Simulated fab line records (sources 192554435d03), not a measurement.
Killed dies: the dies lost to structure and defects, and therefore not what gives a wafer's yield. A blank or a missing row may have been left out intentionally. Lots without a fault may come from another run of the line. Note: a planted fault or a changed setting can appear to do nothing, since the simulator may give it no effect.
The tool behind it: which one? || flow n5_finfet || Sampling: 9 lots, 27 wafers, 8 of 1938 route steps

== WHAT THE GAUGES SHOWED, per wafer ==
N5_BEOL_M1_INSPECT_59: inspects for defects (darkfield).
{"lot": "L456", "measured": "day 7 03:13", "on": "defect_inspect-02", "raw_defect_count": "40 45 45"}
{"lot": "L462", "measured": "day 8 14:40", "on": "defect_inspect-01", "raw_defect_count": "1187 1165 1281"}
{"lot": "L463", "measured": "day 8 20:34", "on": "defect_inspect-02", "raw_defect_count": "1219 1178 1262"}
{"lot": "L466", "measured": "day 9 21:28", "on": "defect_inspect-01", "raw_defect_count": "158 69 60"}
{"lot": "L468", "measured": "day 10 07:31", "on": "defect_inspect-02", "raw_defect_count": "68 76 79"}
{"lot": "L470", "measured": "day 10 13:29", "on": "defect_inspect-02", "raw_defect_count": "109 55 113"}
{"lot": "L473", "measured": "day 11 11:10", "on": "defect_inspect-02", "raw_defect_count": "34 37 37"}
{"lot": "L475", "measured": "day 11 17:03", "on": "defect_inspect-02", "raw_defect_count": "89 92 45"}
{"lot": "L476", "measured": "day 12 02:59", "on": "defect_inspect-02", "raw_defect_count": "60 90 71"}

N5_BEOL_M2_INSPECT_13: inspects for defects (brightfield).
{"lot": "L456", "measured": "day 7 06:59", "on": "defect_inspect-02", "raw_defect_count": "423 418 702"}
{"lot": "L462", "measured": "day 8 16:56", "on": "defect_inspect-02", "raw_defect_count": "1587 1410 1726"}
{"lot": "L463", "measured": "day 8 22:12", "on": "defect_inspect-01", "raw_defect_count": "1527 1442 1578"}
{"lot": "L466", "measured": "day 9 23:10", "on": "defect_inspect-02", "raw_defect_count": "462 341 269"}
{"lot": "L468", "measured": "day 10 09:47", "on": "defect_inspect-01", "raw_defect_count": "350 359 331"}
{"lot": "L470", "measured": "day 10 15:59", "on": "defect_inspect-01", "raw_defect_count": "418 331 394"}
{"lot": "L473", "measured": "day 11 12:29", "on": "defect_inspect-02", "raw_defect_count": "358 272 240"}
{"lot": "L475", "measured": "day 11 19:37", "on": "defect_inspect-02", "raw_defect_count": "451 410 432"}
{"lot": "L476", "measured": "day 12 05:32", "on": "defect_inspect-02", "raw_defect_count": "470 434 322"}

N5_BEOL_M2_INSPECT_30: inspects for defects (brightfield).
{"lot": "L456", "measured": "day 7 08:08", "on": "defect_inspect-02", "raw_defect_count": "416 404 698"}
{"lot": "L462", "measured": "day 8 17:54", "on": "defect_inspect-01", "raw_defect_count": "1587 1405 1690"}
{"lot": "L463", "measured": "day 8 23:17", "on": "defect_inspect-01", "raw_defect_count": "1543 1458 1617"}
{"lot": "L466", "measured": "day 10 00:11", "on": "defect_inspect-01", "raw_defect_count": "475 336 289"}
{"lot": "L468", "measured": "day 10 11:04", "on": "defect_inspect-02", "raw_defect_count": "336 353 335"}
{"lot": "L470", "measured": "day 10 17:02", "on": "defect_inspect-01", "raw_defect_count": "453 334 400"}
{"lot": "L473", "measured": "day 11 13:29", "on": "defect_inspect-02", "raw_defect_count": "380 286 238"}
{"lot": "L475", "measured": "day 11 20:34", "on": "defect_inspect-02", "raw_defect_count": "425 411 416"}
{"lot": "L476", "measured": "day 12 07:03", "on": "defect_inspect-02", "raw_defect_count": "472 434 346"}

N5_BEOL_M4_RC_MEAS_101.
{"lot": "L456", "measured": "day 8 15:54", "on": "prober-02", "DIBL_N (mV/V)": "38.0 34.0 34.8", "DIBL_P (mV/V)": "38.1 33.7 35.0", "IOFF_N (nA/um)": "0.19 0.12 0.14", "IOFF_P (nA/um)": "0.22 0.17 0.19", "ION_N (uA/um)": "676 654 677", "ION_P (uA/um)": "460 454 465", "SS_N (mV/dec)": "72.1 71.3 71.5", "SS_P (mV/dec)": "74.1 72.5 72.9", "VT_N (mV)": "246 253 252", "VT_P (mV)": "-252 -254 -251"}
{"lot": "L462", "measured": "day 10 03:59", "on": "prober-01", "DIBL_N (mV/V)": "36.7 35.5 35.9", "DIBL_P (mV/V)": "38.4 36.3 38.2", "IOFF_N (nA/um)": "0.18 0.17 0.17", "IOFF_P (nA/um)": "0.24 0.21 0.24", "ION_N (uA/um)": "668 678 661", "ION_P (uA/um)": "456 463 458", "SS_N (mV/dec)": "71.8 71.5 72.1", "SS_P (mV/dec)": "73.2 73.5 74.4", "VT_N (mV)": "248 251 248", "VT_P (mV)": "-246 -247 -247"}
{"lot": "L463", "measured": "day 10 10:39", "on": "prober-01", "DIBL_N (mV/V)": "34.1 36.3 34.5", "DIBL_P (mV/V)": "34.7 36.6 34.4", "IOFF_N (nA/um)": "0.13 0.16 0.13", "IOFF_P (nA/um)": "0.17 0.19 0.16", "ION_N (uA/um)": "665 679 664", "ION_P (uA/um)": "454 457 451", "SS_N (mV/dec)": "71.1 71.4 71.0", "SS_P (mV/dec)": "72.4 72.9 72.5", "VT_N (mV)": "252 248 251", "VT_P (mV)": "-252 -251 -254"}
{"lot": "L466", "measured": "day 11 10:10", "on": "prober-02", "DIBL_N (mV/V)": "34.5 34.2 35.3", "DIBL_P (mV/V)": "35.4 35.6 35.0", "IOFF_N (nA/um)": "0.15 0.15 0.14", "IOFF_P (nA/um)": "0.22 0.23 0.21", "ION_N (uA/um)": "668 682 659", "ION_P (uA/um)": "462 470 455", "SS_N (mV/dec)": "70.2 71.2 71.0", "SS_P (mV/dec)": "73.0 72.5 73.0", "VT_N (mV)": "250 249 253", "VT_P (mV)": "-247 -244 -251"}
{"lot": "L468", "measured": "day 12 00:59", "on": "prober-01", "DIBL_N (mV/V)": "34.8 36.3 37.8", "DIBL_P (mV/V)": "33.8 36.5 39.0", "IOFF_N (nA/um)": "0.13 0.17 0.20", "IOFF_P (nA/um)": "0.19 0.23 0.27", "ION_N (uA/um)": "678 688 707", "ION_P (uA/um)": "469 479 486", "SS_N (mV/dec)": "70.6 70.9 72.1", "SS_P (mV/dec)": "72.3 73.8 74.2", "VT_N (mV)": "251 244 245", "VT_P (mV)": "-251 -247 -245"}
{"lot": "L470", "measured": "day 12 01:16", "on": "prober-02", "DIBL_N (mV/V)": "33.7 34.4 34.8", "DIBL_P (mV/V)": "34.6 35.5 36.7", "IOFF_N (nA/um)": "0.12 0.14 0.15", "IOFF_P (nA/um)": "0.17 0.18 0.20", "ION_N (uA/um)": "669 670 674", "ION_P (uA/um)": "457 460 462", "SS_N (mV/dec)": "71.3 71.1 71.3", "SS_P (mV/dec)": "72.6 73.0 72.9", "VT_N (mV)": "255 251 251", "VT_P (mV)": "-252 -252 -252"}
{"lot": "L473", "measured": "day 12 21:04", "on": "prober-02", "DIBL_N (mV/V)": "34.2 32.8 36.7", "DIBL_P (mV/V)": "33.5 31.1 37.7", "IOFF_N (nA/um)": "0.12 0.10 0.16", "IOFF_P (nA/um)": "0.15 0.13 0.21", "ION_N (uA/um)": "660 657 677", "ION_P (uA/um)": "455 450 460", "SS_N (mV/dec)": "70.2 71.3 71.0", "SS_P (mV/dec)": "72.6 72.6 73.4", "VT_N (mV)": "254 257 249", "VT_P (mV)": "-254 -257 -254"}
{"lot": "L475", "measured": "day 13 22:55", "on": "prober-02", "DIBL_N (mV/V)": "32.6 34.8 34.6", "DIBL_P (mV/V)": "34.7 36.8 36.9", "IOFF_N (nA/um)": "0.13 0.17 0.16", "IOFF_P (nA/um)": "0.21 0.23 0.25", "ION_N (uA/um)": "678 685 674", "ION_P (uA/um)": "471 472 466", "SS_N (mV/dec)": "71.6 72.3 72.4", "SS_P (mV/dec)": "72.8 73.4 74.2", "VT_N (mV)": "253 249 251", "VT_P (mV)": "-248 -250 -248"}
{"lot": "L476", "measured": "day 14 02:04", "on": "prober-02", "DIBL_N (mV/V)": "34.9 38.4 34.8", "DIBL_P (mV/V)": "33.1 38.7 33.7", "IOFF_N (nA/um)": "0.13 0.20 0.13", "IOFF_P (nA/um)": "0.17 0.25 0.17", "ION_N (uA/um)": "681 688 690", "ION_P (uA/um)": "462 463 465", "SS_N (mV/dec)": "71.8 72.1 70.8", "SS_P (mV/dec)": "73.0 73.7 72.6", "VT_N (mV)": "251 245 250", "VT_P (mV)": "-252 -249 -254"}

== EACH LOT AND THE TOOL THAT RAN IT (in order: tool; ch and the chambers of the sampled wafers; start) ==
{"lot": "L456", "N5_BEOL_M1_SPUTTER_90": "pvd_sputter-02, day 7 01:28", "N5_BEOL_M1_SPUTTER_96": "pvd_sputter-02, day 7 02:08", "N5_BEOL_M1_CMP_52": "cmp-01 ch 0,2,3, day 7 02:40", "N5_BEOL_M1_PRE_CLEAN_56": "pecvd-02 ch 0,2, day 7 03:06"}
{"lot": "L462", "N5_BEOL_M1_SPUTTER_90": "pvd_sputter-03, day 8 12:46", "N5_BEOL_M1_SPUTTER_96": "pvd_sputter-03, day 8 13:26", "N5_BEOL_M1_CMP_52": "cmp-01 ch 2,3, day 8 14:04", "N5_BEOL_M1_PRE_CLEAN_56": "pecvd-01 ch 1,2, day 8 14:32"}
{"lot": "L463", "N5_BEOL_M1_SPUTTER_90": "pvd_sputter-03, day 8 18:50", "N5_BEOL_M1_SPUTTER_96": "pvd_sputter-03, day 8 19:29", "N5_BEOL_M1_CMP_52": "cmp-02 ch 0,1,2, day 8 20:04", "N5_BEOL_M1_PRE_CLEAN_56": "pecvd-01 ch 0,1, day 8 20:27"}
{"lot": "L466", "N5_BEOL_M1_SPUTTER_90": "pvd_sputter-02, day 9 19:29", "N5_BEOL_M1_SPUTTER_96": "pvd_sputter-02, day 9 20:09", "N5_BEOL_M1_CMP_52": "cmp-01 ch 0,2,3, day 9 20:56", "N5_BEOL_M1_PRE_CLEAN_56": "pecvd-02 ch 0,2, day 9 21:20"}
{"lot": "L468", "N5_BEOL_M1_SPUTTER_90": "pvd_sputter-02, day 10 05:47", "N5_BEOL_M1_SPUTTER_96": "pvd_sputter-02, day 10 06:26", "N5_BEOL_M1_CMP_52": "cmp-02 ch 0,1,2, day 10 06:58", "N5_BEOL_M1_PRE_CLEAN_56": "pecvd-04 ch 1,2, day 10 07:24"}
{"lot": "L470", "N5_BEOL_M1_SPUTTER_90": "pvd_sputter-02, day 10 11:31", "N5_BEOL_M1_SPUTTER_96": "pvd_sputter-02, day 10 12:10", "N5_BEOL_M1_CMP_52": "cmp-01 ch 1,3, day 10 12:55", "N5_BEOL_M1_PRE_CLEAN_56": "pecvd-04 ch 0,1,2, day 10 13:20"}
{"lot": "L473", "N5_BEOL_M1_SPUTTER_90": "pvd_sputter-02, day 11 09:23", "N5_BEOL_M1_SPUTTER_96": "pvd_sputter-02, day 11 10:02", "N5_BEOL_M1_CMP_52": "cmp-02 ch 2,3, day 11 10:35", "N5_BEOL_M1_PRE_CLEAN_56": "pecvd-04 ch 0,1,2, day 11 11:02"}
{"lot": "L475", "N5_BEOL_M1_SPUTTER_90": "pvd_sputter-01, day 11 14:57", "N5_BEOL_M1_SPUTTER_96": "pvd_sputter-01, day 11 15:37", "N5_BEOL_M1_CMP_52": "cmp-03 ch 0,2, day 11 16:27", "N5_BEOL_M1_PRE_CLEAN_56": "pecvd-04 ch 0,1,2, day 11 16:56"}
{"lot": "L476", "N5_BEOL_M1_SPUTTER_90": "pvd_sputter-02, day 12 01:12", "N5_BEOL_M1_SPUTTER_96": "pvd_sputter-02, day 12 01:52", "N5_BEOL_M1_CMP_52": "cmp-01 ch 2,3, day 12 02:23", "N5_BEOL_M1_PRE_CLEAN_56": "pecvd-04 ch 0,1,2, day 12 02:52"}
- N5_BEOL_M1_SPUTTER_90: material Cu, target thk 4.5 nm, time 8.29 s.
- N5_BEOL_M1_SPUTTER_96: material Cu, target thk 4.5 nm, time 8.29 s.
- N5_BEOL_M1_CMP_52: polishes, stops on SiOC, t overpolish 6.8 s, target thk 40 nm.
- N5_BEOL_M1_PRE_CLEAN_56: time 15 s.

== AS READ BY THE TOOLS THEMSELVES (means over the sampled wafers that have a number; for cases with no such wafer, the mark the record gives instead) ==
N5_BEOL_M1_SPUTTER_90.
{"lot": "L456", "tool": "pvd_sputter-02", "throttle_valve_pct (%)": 29.4}
{"lot": "L462", "tool": "pvd_sputter-03", "throttle_valve_pct (%)": 30.2}
{"lot": "L463", "tool": "pvd_sputter-03", "throttle_valve_pct (%)": 30.0}
{"lot": "L466", "tool": "pvd_sputter-02", "throttle_valve_pct (%)": 29.7}
{"lot": "L468", "tool": "pvd_sputter-02", "throttle_valve_pct (%)": 28.9}
{"lot": "L470", "tool": "pvd_sputter-02", "throttle_valve_pct (%)": 30.0}
{"lot": "L473", "tool": "pvd_sputter-02", "throttle_valve_pct (%)": 30.0}
{"lot": "L475", "tool": "pvd_sputter-01", "throttle_valve_pct (%)": 31.3}
{"lot": "L476", "tool": "pvd_sputter-02", "throttle_valve_pct (%)": 29.9}

N5_BEOL_M1_SPUTTER_96.
{"lot": "L456", "tool": "pvd_sputter-02", "throttle_valve_pct (%)": 29.6}
{"lot": "L462", "tool": "pvd_sputter-03", "throttle_valve_pct (%)": 30.2}
{"lot": "L463", "tool": "pvd_sputter-03", "throttle_valve_pct (%)": 29.7}
{"lot": "L466", "tool": "pvd_sputter-02", "throttle_valve_pct (%)": 29.4}
{"lot": "L468", "tool": "pvd_sputter-02", "throttle_valve_pct (%)": 29.0}
{"lot": "L470", "tool": "pvd_sputter-02", "throttle_valve_pct (%)": 30.1}
{"lot": "L473", "tool": "pvd_sputter-02", "throttle_valve_pct (%)": 30.0}
{"lot": "L475", "tool": "pvd_sputter-01", "throttle_valve_pct (%)": 31.4}
{"lot": "L476", "tool": "pvd_sputter-02", "throttle_valve_pct (%)": 30.2}

N5_BEOL_M1_CMP_52.
{"lot": "L456", "tool": "cmp-01", "barrier_field_endpoint_s (s)": 24.6, "clearing_platen_rpm (rpm)": 50.026, "motor_current_A (A)": 5.9, "overpolish_run_s (s)": 6.801, "platen_rpm (rpm)": 49.99, "time_to_endpoint_s (s)": 61}
{"lot": "L462", "tool": "cmp-01", "barrier_field_endpoint_s (s)": 24.0, "clearing_platen_rpm (rpm)": 49.999, "motor_current_A (A)": 5.7, "overpolish_run_s (s)": 6.798, "platen_rpm (rpm)": 50.02, "time_to_endpoint_s (s)": 57}
{"lot": "L463", "tool": "cmp-02", "barrier_field_endpoint_s (s)": 24.0, "clearing_platen_rpm (rpm)": 50.025, "motor_current_A (A)": 5.7, "overpolish_run_s (s)": 6.809, "platen_rpm (rpm)": 50.02, "time_to_endpoint_s (s)": 62}
{"lot": "L466", "tool": "cmp-01", "barrier_field_endpoint_s (s)": 24.1, "clearing_platen_rpm (rpm)": 50.000, "motor_current_A (A)": 5.8, "overpolish_run_s (s)": 6.790, "platen_rpm (rpm)": 50.03, "time_to_endpoint_s (s)": 59}
{"lot": "L468", "tool": "cmp-02", "barrier_field_endpoint_s (s)": 24.3, "clearing_platen_rpm (rpm)": 50.002, "motor_current_A (A)": 5.7, "overpolish_run_s (s)": 6.796, "platen_rpm (rpm)": 50.02, "time_to_endpoint_s (s)": 62}
{"lot": "L470", "tool": "cmp-01", "barrier_field_endpoint_s (s)": 22.9, "clearing_platen_rpm (rpm)": 50.021, "motor_current_A (A)": 6.0, "overpolish_run_s (s)": 6.809, "platen_rpm (rpm)": 49.97, "time_to_endpoint_s (s)": 58}
{"lot": "L473", "tool": "cmp-02", "barrier_field_endpoint_s (s)": 24.3, "clearing_platen_rpm (rpm)": 50.018, "motor_current_A (A)": 5.3, "overpolish_run_s (s)": 6.802, "platen_rpm (rpm)": 50.02, "time_to_endpoint_s (s)": 66}
{"lot": "L475", "tool": "cmp-03", "barrier_field_endpoint_s (s)": 24.4, "clearing_platen_rpm (rpm)": 50.024, "motor_current_A (A)": 6.0, "overpolish_run_s (s)": 6.794, "platen_rpm (rpm)": 50.01, "time_to_endpoint_s (s)": 62}
{"lot": "L476", "tool": "cmp-01", "barrier_field_endpoint_s (s)": 25.0, "clearing_platen_rpm (rpm)": 49.978, "motor_current_A (A)": 5.7, "overpolish_run_s (s)": 6.797, "platen_rpm (rpm)": 50.02, "time_to_endpoint_s (s)": 64}

== THE ANSWER, worked out from the rows above alone ==
Rule: usual is defined by the lots themselves. Put in order of their means at a reading, lots are off if they are a third of the lots or fewer, leave a main group of 4 or more, and stand apart from it by a gap of 3 or more times the standard deviation of the main group's means; of several such gaps the widest counts. A main group is skipped when, at the precision printed for the reading in the tables above, its means are all equal. Also off: a lot with no number at a reading for which 4 or more lots have one. The other lots that the step has rows for count as sound. The gauges are gone through in route order, then the tools' own readings, and for those a lot's mean is taken as printed above. The first step at which some lot is off is used, and at that step the reading that is off furthest; a lot without a number counts as furthest.
Off: L462, L463, at N5_BEOL_M1_INSPECT_59 (raw_defect_count). Mean 70 and standard deviation 21 in the main group.
If a tool, at a process step before that reading, ran all the lots that are off and no sound lot after the first of them, it fits. Those tools and the gauges at N5_BEOL_M1_INSPECT_59 are tried in the same way. Undecided on this evidence; 2 tools fit (pvd_sputter-03 at N5_BEOL_M1_SPUTTER_90 and N5_BEOL_M1_SPUTTER_96, pecvd-01 at N5_BEOL_M1_PRE_CLEAN_56).

== WHAT THE SIMULATOR HAD PUT IN ==
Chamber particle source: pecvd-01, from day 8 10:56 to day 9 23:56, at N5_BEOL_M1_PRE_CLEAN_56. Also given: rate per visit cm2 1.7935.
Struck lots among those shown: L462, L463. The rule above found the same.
